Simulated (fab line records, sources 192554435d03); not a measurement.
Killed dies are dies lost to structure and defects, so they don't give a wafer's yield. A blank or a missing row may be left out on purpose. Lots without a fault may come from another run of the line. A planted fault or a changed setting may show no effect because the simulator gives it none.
Which tool did it? | flow n5_finfet | 9 lots, 25 wafers sampled, at 8 steps of a route of 1938

WHAT THE GAUGES READ, wafer by wafer
N5_FIN_SAQP_INSPECT_18: inspects for defects (brightfield).
lot  | measured    | on                | raw_defect_count
L649 | day 2 15:41 | defect_inspect-02 | 526 468 418
L651 | day 3 03:23 | defect_inspect-02 | 431 522 500
L655 | day 4 05:11 | defect_inspect-02 | 1290 1294 1170
L657 | day 4 20:11 | defect_inspect-02 | 425 436 602
L658 | day 4 22:03 | defect_inspect-02 | 1134 1273 1143
L661 | day 5 16:19 | defect_inspect-01 | 466 481
L662 | day 5 22:00 | defect_inspect-01 | 684 422
L667 | day 7 04:18 | defect_inspect-01 | 357 514 348
L669 | day 7 15:59 | defect_inspect-01 | 700 485 549

N5_FIN_SAQP_INSPECT_40: inspects for defects (brightfield).
lot  | measured    | on                | raw_defect_count
L649 | day 2 20:28 | defect_inspect-01 | 196 188 226
L651 | day 3 08:39 | defect_inspect-02 | 204 194 289
L655 | day 4 09:47 | defect_inspect-02 | 964 914 974
L657 | day 5 03:10 | defect_inspect-01 | 223 150 281
L658 | day 5 05:14 | defect_inspect-01 | 974 1071 1054
L661 | day 5 20:31 | defect_inspect-02 | 326 240
L662 | day 6 02:41 | defect_inspect-01 | 229 266
L667 | day 7 08:33 | defect_inspect-02 | 277 198 266
L669 | day 7 20:55 | defect_inspect-02 | 194 219 299

N5_FIN_CUT_INSPECT_10: inspects for defects (brightfield).
lot  | measured    | on                | raw_defect_count
L649 | day 2 20:59 | defect_inspect-01 | 26 39 48
L651 | day 3 09:02 | defect_inspect-01 | 39 37 47
L655 | day 4 10:10 | defect_inspect-02 | 771 743 811
L657 | day 5 03:33 | defect_inspect-02 | 41 31 52
L658 | day 5 05:46 | defect_inspect-02 | 739 796 770
L661 | day 5 21:02 | defect_inspect-01 | 47 38
L662 | day 6 03:04 | defect_inspect-02 | 39 51
L667 | day 7 08:56 | defect_inspect-02 | 51 55 46
L669 | day 7 21:18 | defect_inspect-01 | 35 30 63

N5_BEOL_M4_RC_MEAS_101.
lot  | measured     | on        | DIBL_N (mV/V)  | DIBL_P (mV/V)  | IOFF_N (nA/um) | IOFF_P (nA/um) | ION_N (uA/um) | ION_P (uA/um) | SS_N (mV/dec)  | SS_P (mV/dec)  | VT_N (mV)   | VT_P (mV)
L649 | day 9 04:04  | prober-02 | 36.6 35.0 37.3 | 35.9 33.7 37.3 | 0.18 0.14 0.20 | 0.23 0.18 0.25 | 688 659 688   | 476 447 469   | 71.7 71.1 71.7 | 73.7 72.8 74.3 | 245 251 241 | -248 -252 -246
L651 | day 9 17:11  | prober-02 | 38.1 38.1 37.6 | 38.2 38.2 37.4 | 0.18 0.17 0.17 | 0.24 0.24 0.23 | 681 670 672   | 465 457 463   | 72.1 72.8 72.0 | 74.5 73.7 73.8 | 247 251 248 | -249 -247 -251
L655 | day 10 09:11 | prober-02 | 38.0 36.3 37.2 | 38.3 37.4 37.9 | 0.20 0.17 0.18 | 0.25 0.24 0.25 | 684 675 673   | 474 469 469   | 70.9 70.7 71.1 | 73.9 74.4 73.4 | 243 247 245 | -247 -249 -247
L657 | day 11 05:33 | prober-01 | 38.2 35.1 32.3 | 39.7 34.7 31.9 | 0.21 0.14 0.10 | 0.33 0.23 0.18 | 696 664 664   | 486 467 468   | 71.9 71.1 70.6 | 73.6 73.7 70.9 | 245 249 255 | -240 -247 -249
L658 | day 11 16:47 | prober-02 | 34.5 37.8 36.8 | 37.1 40.2 39.5 | 0.17 0.21 0.19 | 0.26 0.30 0.29 | 700 692 701   | 483 479 482   | 71.5 72.4 71.1 | 73.2 73.9 73.4 | 245 248 248 | -246 -243 -244
L661 | day 12 00:40 | prober-02 | 37.6 33.6      | 37.2 33.2      | 0.17 0.12      | 0.23 0.18      | 680 682       | 462 476       | 72.6 70.6      | 73.5 71.9      | 250 253     | -247 -250
L662 | day 12 00:33 | prober-01 | 36.6 33.0      | 37.2 31.7      | 0.16 0.10      | 0.23 0.16      | 677 653       | 472 453       | 71.4 71.0      | 72.4 71.6      | 249 255     | -246 -251
L667 | day 13 07:56 | prober-02 | 35.1 39.0 39.5 | 34.5 38.9 40.1 | 0.12 0.17 0.18 | 0.15 0.20 0.21 | 673 664 679   | 450 453 456   | 70.5 72.7 72.6 | 73.3 74.4 73.8 | 255 254 256 | -255 -252 -253
L669 | day 14 02:49 | prober-01 | 36.4 36.0 33.9 | 36.3 36.5 33.8 | 0.15 0.14 0.12 | 0.18 0.18 0.16 | 654 671 669   | 446 454 458   | 71.6 71.5 70.8 | 73.3 73.3 71.7 | 257 254 254 | -255 -254 -256

WHICH TOOL RAN EACH LOT (tool, then ch and the chambers of the sampled wafers, then the start)
lot  | N5_FIN_SAQP_PECVD_48           | N5_FIN_SAQP_HM_OPEN_73            | N5_FIN_SAQP_ETCH_65             | N5_FIN_SAQP_MANDREL_ETCH_58
L649 | pecvd-01 ch 0,1, day 2 15:00   | rie_diel-03 ch 1,3, day 2 15:59   | rie_si-05 ch 1,2,3, day 2 18:19 | rie_si-05 ch 1,2,3, day 2 18:21
L651 | pecvd-01 ch 0,1,2, day 3 02:43 | rie_diel-04 ch 0,1, day 3 03:55   | rie_si-05 ch 1,3, day 3 06:10   | rie_si-05 ch 1,3, day 3 06:12
L655 | pecvd-01 ch 0,1,2, day 4 04:38 | rie_diel-01 ch 0,1,3, day 4 05:26 | rie_si-02 ch 0,1,2, day 4 07:40 | rie_si-02 ch 0,1,2, day 4 07:43
L657 | pecvd-02 ch 0,2, day 4 19:30   | rie_diel-03 ch 0,1, day 4 20:31   | rie_si-02 ch 0,1,2, day 5 00:40 | rie_si-02 ch 0,1,2, day 5 00:43
L658 | pecvd-01 ch 0,1,2, day 4 21:22 | rie_diel-01 ch 0,2, day 4 22:17   | rie_si-05 ch 2,3, day 5 02:17   | rie_si-05 ch 2,3, day 5 02:19
L661 | pecvd-04 ch 0,1, day 5 15:39   | rie_diel-04 ch 0,2, day 5 16:32   | rie_si-02 ch 0,3, day 5 18:30   | rie_si-02 ch 0,3, day 5 18:32
L662 | pecvd-04 ch 0,1, day 5 21:19   | rie_diel-04 ch 0,1, day 5 22:14   | rie_si-04 ch 1,3, day 6 00:31   | rie_si-04 ch 1,3, day 6 00:33
L667 | pecvd-04 ch 0,1,2, day 7 03:37 | rie_diel-04 ch 0,1, day 7 04:32   | rie_si-04 ch 1,2,3, day 7 06:29 | rie_si-04 ch 1,2,3, day 7 06:32
L669 | pecvd-04 ch 0,1,2, day 7 15:17 | rie_diel-01 ch 1,2,3, day 7 16:18 | rie_si-04 ch 1,2,3, day 7 18:56 | rie_si-04 ch 1,2,3, day 7 18:58
- N5_FIN_SAQP_PECVD_48: deposits SiNx from SiH4/NH3/N2, target thk 25 nm, time 22.1 s.
- N5_FIN_SAQP_HM_OPEN_73: chemistry CHF3/O2, target SiO2, stops on a-Si, target depth 12 nm, time 16.8 s.
- N5_FIN_SAQP_ETCH_65: etches SiO2 in CF4, target depth 4 nm, time 4.4 s.
- N5_FIN_SAQP_MANDREL_ETCH_58: etches a-Si in HBr/Cl2, stops on SiNx, target depth 45 nm, bt time 10 s, time 27 s.

WHAT THE TOOLS THEMSELVES READ (means of the sampled wafers that have a number; where no wafer has one, the mark that the record gives instead)
N5_FIN_SAQP_PECVD_48.
lot  | tool     | heater_power_w (W) | showerhead_plenum_p_Torr (Torr) | throttle_valve_pct (%)
L649 | pecvd-01 | 746                | 5.05                            | 39.7
L651 | pecvd-01 | 803                | 5.07                            | 39.9
L655 | pecvd-01 | 797                | 5.07                            | 39.9
L657 | pecvd-02 | 770                | 5.08                            | 41.0
L658 | pecvd-01 | 816                | 5.08                            | 40.0
L661 | pecvd-04 | 781                | 5.16                            | 41.8
L662 | pecvd-04 | 749                | 5.18                            | 41.8
L667 | pecvd-04 | 736                | 5.13                            | 40.8
L669 | pecvd-04 | 714                | 5.14                            | 40.7

N5_FIN_SAQP_HM_OPEN_73.
lot  | tool        | drypump_motor_current_A (A) | oes_product_au (a.u.) | rf_vpp_V (V) | showerhead_plenum_p_Torr (Torr) | throttle_valve_pct (%)
L649 | rie_diel-03 | 5.3                         | 0.43                  | 509          | 2.41                            | 19.04
L651 | rie_diel-04 | 5.6                         | 0.42                  | 526          | 2.37                            | 18.95
L655 | rie_diel-01 | 5.6                         | 0.48                  | 520          | 2.43                            | 18.61
L657 | rie_diel-03 | 6.0                         | 0.44                  | 502          | 2.44                            | 19.01
L658 | rie_diel-01 | 5.8                         | 0.42                  | 510          | 2.36                            | 18.90
L661 | rie_diel-04 | 5.8                         | 0.47                  | 524          | 2.37                            | 18.63
L662 | rie_diel-04 | 5.8                         | 0.51                  | 526          | 2.37                            | 18.73
L667 | rie_diel-04 | 5.8                         | 0.47                  | 528          | 2.36                            | 18.78
L669 | rie_diel-01 | 5.7                         | 0.50                  | 513          | 2.46                            | 18.62

N5_FIN_SAQP_ETCH_65.
lot  | tool      | drypump_motor_current_A (A) | oes_product_au (a.u.) | throttle_valve_pct (%)
L649 | rie_si-05 | 5.2                         | 1.007                 | 21.63
L651 | rie_si-05 | 5.1                         | 1.010                 | 21.39
L655 | rie_si-02 | 5.5                         | 0.983                 | 21.71
L657 | rie_si-02 | 5.5                         | 0.987                 | 21.72
L658 | rie_si-05 | 5.4                         | 1.013                 | 21.74
L661 | rie_si-02 | 5.5                         | 0.966                 | 21.73
L662 | rie_si-04 | 5.3                         | 1.014                 | 21.92
L667 | rie_si-04 | 5.7                         | 0.998                 | 21.76
L669 | rie_si-04 | 5.7                         | 0.998                 | 21.75

N5_FIN_SAQP_MANDREL_ETCH_58.
lot  | tool      | drypump_motor_current_A (A) | oes_product_au (a.u.) | throttle_valve_pct (%)
L649 | rie_si-05 | 5.2                         | 0.699                 | 35.38
L651 | rie_si-05 | 5.1                         | 0.709                 | 35.41
L655 | rie_si-02 | 5.5                         | 0.709                 | 35.58
L657 | rie_si-02 | 5.5                         | 0.703                 | 35.57
L658 | rie_si-05 | 5.4                         | 0.712                 | 35.41
L661 | rie_si-02 | 5.6                         | 0.697                 | 35.69
L662 | rie_si-04 | 5.4                         | 0.706                 | 35.77
L667 | rie_si-04 | 5.7                         | 0.697                 | 35.61
L669 | rie_si-04 | 5.7                         | 0.697                 | 35.60

THE ANSWER, worked out from the rows above alone
Rule: what is usual is taken from the lots themselves. Put in order of their means at a reading, lots are off if they are a third of the lots or fewer, leave a main group of 4 or more, and stand apart from it by a gap of 3 or more times the standard deviation of the main group's means; of several such gaps the widest counts. A main group whose means are all the same, to the digits that the tables above print for the reading, isn't used. A lot without any number at a reading at which 4 lots or more have one is off too. The other lots that the step has rows for count as sound. The gauges are gone through in route order, then the tools' own readings, and for those a lot's mean is taken as printed above. The first step at which some lot is off is used, and at that step the reading that is off furthest; a lot without a number counts as furthest.
Off: L655, L658, at N5_FIN_SAQP_INSPECT_18 (raw_defect_count). The main group: mean 493, standard deviation 53.
A tool fits if, at a process step before that reading, it ran every lot that is off, and no sound lot after the first of them. The gauges at N5_FIN_SAQP_INSPECT_18 are tried like those tools. One fits: pecvd-01 at N5_FIN_SAQP_PECVD_48. Its last sound lot is L651 (day 3 02:43), its first lot that is off L655 (day 4 04:38): a fault that began between those two fits.

WHAT THE SIMULATOR HAD PUT IN
Chamber particle source: pecvd-01, from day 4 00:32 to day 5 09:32, at N5_FIN_SAQP_PECVD_48. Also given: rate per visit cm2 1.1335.
Lots struck among those shown: L655, L658. The rule above found the same.
